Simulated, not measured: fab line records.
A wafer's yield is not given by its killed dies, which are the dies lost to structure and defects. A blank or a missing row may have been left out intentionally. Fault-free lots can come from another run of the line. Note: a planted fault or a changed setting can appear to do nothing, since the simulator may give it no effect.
fab line records	flow nand_harc
[record] lots = 5	wafers = 15	last_day = 24
route steps=1159 shown A_STAIRCASE@725 A_SGD_CUT@747 END@1159
lots that met no fault: taken from a fault-free run of the same line
start_h: the number of hours between the record's first day and the start of the first shown wafer of the lot	wait_h: hours since the lot's step before	" as in the row above	L1.1+2: one row covering several wafers at once	- no value present, or no start provided	* or withheld: withheld	< > ~ a bound
route shown NAME@n: a module of which the file shows steps, and the number in the route of the first	usual: mean/standard deviation of fault-free wafers	same: alike in all rows	chamber/n: place in a boat	sites: each site's reading	_std_site: their standard deviation	_edge_site: inner sites' mean taken away from outer sites' mean	radius_mm: for every site, how far away it sits from the centre of the wafer	mask NAME#n: copy n	behind: the tool/chamber that last shaped the wafer	hold: why the lot went on hold/how many hours it stayed there/how the hold came to an end	device: transistor that didn't switch, given as n, p or np	end of line: tests of these same wafers at the route's end	where a step has no rows: the recipe by itself	killed: count of dies lost to structure and defects at first sort (not the wafer's yield)	map: dies across one wafer; x = killed, . = not, _ = none there
set.NAME: the setting as run; set.NAME@STEP: as run at that earlier step	model.NAME: the simulator's own value behind a step, which no gauge read
a table for each step, a row for each wafer; lots at some steps of the route
services: a tool's chamber out of use, with start hour (start_h, from the record's first day; less than 0 if before it), hours out, and reason
[[steps]]
[step NHARC_A_STAIRCASE_HARDBAKE_442]
[recipe] temp_c = 120	time_s = 140
[step NHARC_A_STAIRCASE_DESCUM_443]
[recipe] time_s = 3	o2_flow_sccm = 200	ar_flow_sccm = 0	bias_power_w = 0	chemistry = O2
[step NHARC_A_STAIRCASE_ETCH_444]
[recipe] target_depth_a = 1.02e+05	time_s = 3400	c4f8_flow_sccm = 20	o2_flow_sccm = 10	ar_flow_sccm = withheld	rf_w = 600	bias_w = 1000	chemistry = C4F8/O2
[step NHARC_A_STAIRCASE_STRIP_446]
[recipe] power_w = 1500	temp_c = 250	chemistry = O2
[usual] drypump_motor_current_A = 5.6/0.6	heater_power_w = 315/19	rf_refl_power_W = 20/5.1
lot.wafer	tool	chamber	start_h	wait_h	drypump_motor_current_A	heater_power_w	rf_hours_counter_h	rf_refl_power_W
L708.1	plasma_asher-02	0	317.23	0.2	4.9	302	41	-
L708.4	"	0	"	"	4.8	304	-	-
L708.6	"	1	"	"	6.1	332	-	-
L712.4	plasma_asher-01	0	328.59	0.5	5.2	334	-	22
L712.5	"	1	"	"	6.3	296	-	13
L712.6	"	0	"	"	5.2	337	-	21
L725.1	plasma_asher-01	0	414.96	0.0	5.2	341	44	-
L725.4	"	0	"	"	5.2	338	-	-
L725.3	"	1	"	"	6.3	296	-	-
L728.1	plasma_asher-02	1	415.06	0.1	6.1	322	15	19
L728.4	"	1	"	"	6.1	321	-	19
L728.5	"	0	"	"	4.9	302	-	27
L729.3	plasma_asher-02	1	441.33	0.1	6.1	325	-	19
L729.4	"	0	"	"	4.9	302	-	27
L729.6	"	1	"	"	6.1	315	-	18
[step NHARC_A_STAIRCASE_STRIP_447]
[recipe] time_s = 900	temp_c = 130	chemistry = SPM
[step NHARC_A_STAIRCASE_PRECLEAN_448]
[recipe] time_s = *	temp_c = 50	bath_age_min = 0	chemistry = SC1
[step NHARC_A_STAIRCASE_SRD_449]
[step NHARC_A_STAIRCASE_CMP_450]
[recipe] target_thk_nm = 200	material = SiO2
[usual] motor_current_A = 12.1/0.8	slurry_flow_ml_min = 150.0/0.52
lot.wafer	tool	chamber	start_h	wait_h	motor_current_A	slurry_flow_ml_min
L708.4	cmp-04	0	317.99	-	11.9	150.0
L708.1	"	1	"	"	12.8	149.8
L708.6	"	0	"	"	12.7	150.0
L712.4	cmp-01	0	329.29	-	11.7	149.9
L712.5	"	1	"	"	11.6	150.4
L712.6	"	2	"	"	12.5	150.0
L725.3	cmp-02	0	415.79	-	13.8	149.5
L725.1	"	1	"	"	12.6	149.5
L725.4	"	2	"	"	11.3	150.2
L728.4	cmp-01	1	415.85	-	11.4	149.7
L728.1	"	2	"	"	12.7	150.9
L728.5	"	3	"	"	11.7	150.4
L729.3	cmp-02	2	442.04	-	10.4	151.1
L729.4	"	3	"	"	11.5	148.7
L729.6	"	2	"	"	10.6	149.9
[step NHARC_A_STAIRCASE_CMP_152]
[step NHARC_A_STAIRCASE_SRD_154]
[step NHARC_A_STAIRCASE_ETCH_403]
[recipe] target_depth_a = 1082	chemistry = dHF	material = SiO2
lot.wafer	tool	chamber	start_h	wait_h
L708.6+4+1	wet_bench-04	2,4,5	318.37	0.0
L712.6+5+4	wet_bench-04	3,6,0	329.64	0.0
L725.1+4+3	wet_bench-04	2,3,4	416.18	0.0
L728.1+5+4	wet_bench-07	2,4,6	416.21	0.0
L729.4+6+3	wet_bench-02	1,2,6	442.42	0.0
[step NHARC_A_STAIRCASE_ETCHBACK_422]
[recipe] target_depth_a = 400	over_etch_frac = 0.3	time_s = 74.286	ion_energy_ev = 120	ch3f_flow_sccm = 50	o2_flow_sccm = 30	ar_flow_sccm = 200	rf_w = 500	bias_w = 100	chemistry = CH3F/O2
[step NHARC_A_STAIRCASE_ETCH_423]
[recipe] target_depth_a = 300	chemistry = dHF	material = SiO2
[step NHARC_A_STAIRCASE_ETCHBACK_157]
[recipe] target_depth_a = 900	over_etch_frac = 0.3	time_s = 167.14	ion_energy_ev = 120	ch3f_flow_sccm = 50	o2_flow_sccm = 30	ar_flow_sccm = 200	rf_w = 500	bias_w = 100	chemistry = CH3F/O2
[step NHARC_A_STAIRCASE_STRIP_475]
[recipe] time_s = 20	o2_flow_sccm = 500	ar_flow_sccm = 0	bias_w = 0	chemistry = O2
[usual] drypump_motor_current_A = 5.9/0.35	oes_product_au = 0.999/0.0081	rf_vpp_V = 57.9/0.9	showerhead_plenum_p_Torr = 3.56/0.15	throttle_valve_pct = 17.036/0.0096
lot.wafer	tool	chamber	start_h	wait_h	drypump_motor_current_A	oes_product_au	rf_hours_counter_h	rf_vpp_V	showerhead_plenum_p_Torr	throttle_valve_pct
L708.1	rie_diel-05	2	-	-	6.2	1.004	55	57.7	3.70	17.027
L708.4	"	3	"	"	6.6	0.998	50	57.7	3.51	17.022
L708.6	"	3	"	"	6.6	1.011	-	58.6	3.51	17.039
L712.4	rie_diel-05	1	-	-	6.0	1.002	58	58.4	3.52	17.045
L712.5	"	3	"	"	6.7	0.987	-	58.2	3.51	17.029
L712.6	"	0	"	"	5.8	0.996	-	57.3	3.58	17.040
L725.3	rie_diel-02	3	-	-	6.4	0.996	35	57.4	3.29	17.048
L725.1	"	0	"	"	5.7	1.007	33	57.6	3.30	17.039
L725.4	"	1	"	"	6.3	1.008	30	57.9	3.29	17.033
L728.1	rie_diel-12	1	-	-	5.9	0.988	12	59.5	3.73	17.027
L728.4	"	2	"	"	5.8	0.995	13	58.9	3.54	17.045
L728.5	"	2	"	"	5.8	0.992	-	58.0	3.54	17.051
L729.3	rie_diel-02	1	-	-	6.3	1.009	42	57.0	3.28	17.042
L729.4	"	3	"	"	6.4	1.012	47	56.4	3.28	17.027
L729.6	"	1	"	"	6.3	1.004	-	57.1	3.28	17.044
[step NHARC_A_STAIRCASE_DEP_471]
[recipe] target_thk_a = 1000	temp_c = 400	pressure_torr = 6.5	rf_w = 900	teos_flow_sccm = 161.4	flow_sccm = 2650	target_thk_nm = 100	gas = O2	material = SiO2
[usual] heater_power_w = 577/100	throttle_valve_pct = 16.2/0.63
lot.wafer	tool	chamber	start_h	wait_h	heater_power_w	throttle_valve_pct
L708.1	pecvd-02	2	319.18	-	600	15.9
L708.6	"	2	"	"	601	16.0
L708.4	"	1	"	"	714	17.8
L712.6	pecvd-04	1	330.83	-	645	15.9
L712.5	"	2	"	"	558	16.7
L712.4	"	0	"	"	482	15.8
L725.3	pecvd-02	1	417.04	-	662	16.6
L725.1	"	2	"	"	514	15.6
L725.4	"	1	"	"	671	16.9
L728.1	pecvd-02	1	418.93	-	663	16.7
L728.4	"	2	"	"	580	15.7
L728.5	"	0	"	"	701	16.3
L729.3	pecvd-01	0	443.30	-	588	14.9
L729.4	"	1	"	"	495	16.9
L729.6	"	1	"	"	496	16.7
[step NHARC_A_STAIRCASE_CMP_472]
[recipe] material = SiO2
[step NHARC_A_STAIRCASE_SRD_474]
[step NHARC_A_SGD_CUT_DEP_00]
[recipe] target_thk_a = 500	temp_c = 400	target_thk_nm = 50	flow_sccm = 200	rf_w = 450	material = SiNx
[step NHARC_A_SGD_CUT_DEHYDRATE_01]
[recipe] temp_c = 150	time_s = 120
[step NHARC_A_SGD_CUT_HMDS_02]
[recipe] time_s = 30
[step NHARC_A_SGD_CUT_COAT_56]
[recipe] temp_c = 260	time_s = 75
[step NHARC_A_SGD_CUT_COAT_57]
[recipe] temp_c = 225	time_s = 65
[step NHARC_A_SGD_CUT_COAT_03]
[recipe] spin_rpm = 1500	resist_thk_nm = 90
[step NHARC_A_SGD_CUT_SOFTBAKE_04]
[recipe] temp_c = 105	time_s = 55
[step NHARC_A_SGD_CUT_EBR_05]
[step NHARC_A_SGD_CUT_EXPOSE_06]
[recipe] na = 1.35	dose_mj = 85.59	mask_id = SGD
[step NHARC_A_SGD_CUT_PEB_07]
[recipe] peb_temp_c = 100	peb_time_s = 65
[step NHARC_A_SGD_CUT_DEVELOP_08]
[recipe] develop_time_s = 35	dev_temp_c = 23
[step NHARC_A_SGD_CUT_CD_MEAS_09]
[recipe] target_cd_nm = 100	landing_energy_ev = 500
[usual] cd_nm = 100.4/0.49
lot.wafer	tool	chamber	start_h	wait_h	cd_nm
L708.1	cd_sem-03	0	320.76	-	100.2
L708.4	"	0	"	"	99.8
L708.6	"	0	"	"	99.9
L712.4	cd_sem-03	0	332.18	-	100.4
L712.5	"	0	"	"	101.3
L712.6	"	0	"	"	101.3
L725.1	cd_sem-03	0	418.31	-	100.3
L725.3	"	0	"	"	100.8
L725.4	"	0	"	"	101.0
L728.1	cd_sem-03	0	420.17	-	100.0
L728.4	"	0	"	"	100.3
L728.5	"	0	"	"	99.8
L729.3	cd_sem-01	0	444.73	-	100.1
L729.4	"	0	"	"	100.5
L729.6	"	0	"	"	100.3
[step NHARC_A_SGD_CUT_OVL_MEAS_10]
[usual] overlay_x_nm = -0.1/0.82	overlay_y_nm = -0.1/0.98
lot.wafer	tool	chamber	start_h	wait_h	overlay_x_nm	overlay_y_nm
L708.1	overlay-02	-	320.85	-	0.6	-0.6
L708.4	"	-	"	"	-0.7	-0.8
L708.6	"	-	"	"	-0.4	-0.9
L712.4	overlay-02	-	332.26	-	-1.1	0.4
L712.5	"	-	"	"	-0.6	0.2
L712.6	"	-	"	"	-0.6	-0.2
L725.1	overlay-02	-	418.40	-	-0.2	-0.6
L725.3	"	-	"	"	-0.4	-1.3
L725.4	"	-	"	"	-0.4	-0.8
L728.1	overlay-01	-	420.26	-	0.7	0.8
L728.4	"	-	"	"	1.1	0.6
L728.5	"	-	"	"	0.8	0.4
L729.3	overlay-02	-	444.81	-	0.3	-0.9
L729.4	"	-	"	"	0.1	-1.2
L729.6	"	-	"	"	0.3	-1.0
[step NHARC_A_SGD_CUT_DESCUM_14]
[recipe] time_s = 3	o2_flow_sccm = 200	ar_flow_sccm = 0	bias_power_w = 0	chemistry = O2
[step NHARC_A_SGD_CUT_ETCH_58]
[recipe] target_depth_a = 390	over_etch_frac = 0.3	time_s = 65	ion_energy_ev = 80	cf4_flow_sccm = 150	ar_flow_sccm = 0	rf_w = 300	bias_w = 100	chemistry = CF4
[usual] drypump_motor_current_A = 5.9/0.54	oes_product_au = 1.000/0.007	rf_vpp_V = 151.4/1.2	showerhead_plenum_p_Torr = 1.78/0.061	throttle_valve_pct = 13.283/0.0086
lot.wafer	tool	chamber	start_h	wait_h	drypump_motor_current_A	oes_product_au	rf_hours_counter_h	rf_vpp_V	showerhead_plenum_p_Torr	throttle_valve_pct
L708.1	rie_diel-06	2	321.16	0.2	6.4	0.994	7	152.4	1.84	13.291
L708.4	"	1	"	"	5.4	0.988	-	150.8	1.76	13.297
L708.6	"	0	"	"	5.9	0.996	-	150.2	1.68	13.291
L712.4	rie_diel-01	3	332.45	0.1	6.6	0.995	0	150.5	1.80	13.288
L712.5	"	1	"	"	5.8	0.999	-	151.0	1.85	13.283
L712.6	"	2	"	"	4.9	1.003	-	152.5	1.87	13.286
L725.3	rie_diel-11	0	418.59	0.1	6.4	0.997	5	150.2	1.70	13.286
L725.1	"	2	"	"	6.0	1.004	4	151.9	1.86	13.286
L725.4	"	3	"	"	5.3	0.990	-	150.2	1.73	13.295
L728.1	rie_diel-11	3	420.46	0.1	5.3	0.993	5	150.0	1.73	13.285
L728.5	"	3	"	"	5.3	1.002	-	150.5	1.73	13.289
L728.4	"	2	"	"	6.0	1.004	-	151.5	1.86	13.283
L729.4	rie_diel-11	3	445.00	0.1	5.3	1.003	8	149.9	1.73	13.287
L729.3	"	1	"	"	6.5	1.000	7	150.5	1.78	13.279
L729.6	"	2	"	"	6.0	1.003	-	152.8	1.85	13.285
[step NHARC_A_SGD_CUT_ETCH_59]
[recipe] target_depth_a = 2600	over_etch_frac = 0.25	time_s = 406.25	ion_energy_ev = 200	n2_flow_sccm = 150	h2_flow_sccm = 150	ar_flow_sccm = 0	rf_w = 400	bias_w = 150	chemistry = N2/H2
[step NHARC_A_SGD_CUT_ETCH_15]
[recipe] target_depth_a = 750	time_s = 64.3	ch3f_flow_sccm = 50	o2_flow_sccm = 30	ar_flow_sccm = 200	rf_w = 500	bias_w = 100	chemistry = CH3F/O2
[step NHARC_A_SGD_CUT_ETCH_16]
[recipe] target_depth_a = 3105	time_s = 155.2	c4f8_flow_sccm = withheld	o2_flow_sccm = 8	ar_flow_sccm = withheld	rf_w = 600	bias_w = 800	chemistry = C4F8/O2/Ar
[step NHARC_A_SGD_CUT_STRIP_60]
[recipe] c4f8_flow_sccm = withheld	o2_flow_sccm = 8	ar_flow_sccm = withheld	bias_w = 0	chemistry = C4F8/O2/Ar
[step NHARC_END_SORT_01]
[recipe] temp_c = 25
[usual] killed_at_array = 29/12	killed_at_other = 0.7/1	killed_at_periphery = 4/3.2	killed_dies = 34/12	killed_open = 3.4/2	killed_short = 1.8/1.3
[same] gross_dies = 677
lot.wafer	tool	chamber	start_h	wait_h	killed_at_array	killed_at_other	killed_at_periphery	killed_dies	killed_open	killed_short
L725.1	prober-01	0	544.53	2.5	69	1	8	78	7	2
L725.3	prober-01	0	546.12	3.1	40	0	5	45	2	1
L725.4	prober-01	0	546.92	3.4	38	0	5	43	3	2
// killed by level:class
L725.1 A_STAIRCASE:unspecified=33 A_SLIT:chamber_film_flake=15 A_CHANNEL_HOLE_D1:chamber_film_flake=10 P_GATE:chamber_film_flake=3 A_CONTACT:geometric_particle:open=2 A_M0:geometric_particle:open=2 P_M1:chamber_film_flake=2 A_STAIRCASE:chamber_film_flake=2
L725.3 A_SLIT:chamber_film_flake=17 A_CHANNEL_HOLE_D1:chamber_film_flake=12 A_CONTACT:chamber_film_flake=6 P_M1:chamber_film_flake=4 A_STAIRCASE:chamber_film_flake=2 A_WL_FILL:geometric_particle:short=1 A_WL_FILL:geometric_particle:open=1 A_CONTACT:geometric_particle:open=1
L725.4 A_SLIT:chamber_film_flake=15 A_CHANNEL_HOLE_D1:chamber_film_flake=12 P_CONTACT:chamber_film_flake=3 A_STAIRCASE:chamber_film_flake=3 A_CONTACT:chamber_film_flake=3 P_GATE:geometric_particle:open=1 A_CHANNEL_FILL_D1:geometric_particle:open=1 A_CONTACT:geometric_particle:short=1
// map L725.1 (x killed, . not)
____________.____________
_________......._________
_______..........._______
______.............______
_____..............._____
____x................____
____x................____
___xxx................___
___xxx................___
__xxx.x.......x........__
__xxx...........x..x...__
_xxxxx...x.x............_
_xxxx..........x........_
_xxx.x.................._
_xx............x........_
_xx.x.......x...x.....x._
.xx......................
.........................
..x...........x..........
............x............
.........................
_...............xxx....._
_...............xx.x.x.._
_...............xxxx...._
_...............xxxxxx.x_
_...............x.xx...._
__................x....__
__...................x.__
___.x..........x......___
___..................x___
____.................____
____.........x.....x.____
_____.............x._____
______......x......______
_______..........._______
_________......._________
____________.____________
// map L708.1 (x killed, . not)
____________.____________
_________......._________
_______...x......._______
______.............______
_____........x......_____
____.................____
____.................____
___...................___
___...................___
__.....................__
__.....................__
_...x..................._
_......................._
_..................x...._
_............x........x._
_...............x.....x._
.........................
......................x..
........x..x.............
......................x..
............x............
_......................._
_......................._
_...............x......._
_................x......_
_...................x..._
__....x...............x__
__.....................__
___...................___
___....x..............___
____....x............____
____.................____
_____...x..........x_____
______.............______
_______..........._______
_________......._________
____________.____________
[[services]]
tool	chamber	start_h	hours	kind
rie_diel-06	-	296.06	0.5	repair
cmp-01	-	300.44	0.3	repair
cmp-04	-	301.81	4.0	pm
rie_diel-01	-	314.94	9.0	pm
cmp-01	-	324.13	4.5	repair
cmp-02	-	324.50	4.0	pm
rie_diel-02	-	328.07	9.0	pm
pecvd-02	-	334.40	13.0	pm
wet_bench-04	-	339.20	8.0	pm
rie_diel-12	2	339.80	17.4	repair
rie_diel-05	-	340.66	9.0	pm
cmp-04	-	345.53	3.7	repair
plasma_asher-01	-	349.08	0.4	repair
cmp-01	-	349.29	0.6	repair
cmp-02	-	355.37	2.7	repair
wet_bench-02	-	356.00	8.0	pm
wet_bench-07	-	357.07	4.2	repair
rie_diel-05	2	360.06	14.7	repair
plasma_asher-02	-	360.17	9.0	pm
rie_diel-11	-	366.56	9.0	pm
rie_diel-06	2	373.06	2.2	repair
cmp-02	-	375.41	0.3	repair
cmp-01	-	375.59	4.0	pm
cmp-02	-	422.50	4.0	pm
[[key]]
[first_sign] step = NHARC_END_SORT_01	reading = killed_dies	direction = up	sigmas = 3.8	usual = 34	struck = 78
[effect] step = NHARC_END_SORT_01	reading = killed_at_array	direction = up	sigmas = 3.3	usual = 29	struck = 69
[more_kills_born_at] NHARC_A_STAIRCASE_ETCH_403@wet_bench-04 = 33
met_at NHARC_A_STAIRCASE_ETCH_403
struck_wafers L725.1
tester_left_out L725
onset_between 318.37 416.18
[fault] kind = chamber_particle_source	tool = wet_bench-04	chamber = 2	onset_h = 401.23	steps = NHARC_A_STAIRCASE_ETCH_403	rate_per_visit_cm2 = 1.1838	end_h = 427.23
// tester_left_out: of these lots the tester's yield and bins aren't shown, on N5 and GAA mostly nor the transistor test; their killed dies are dies lost to structure and defects alone, not to doping, threshold or leakage, so they don't give the yield
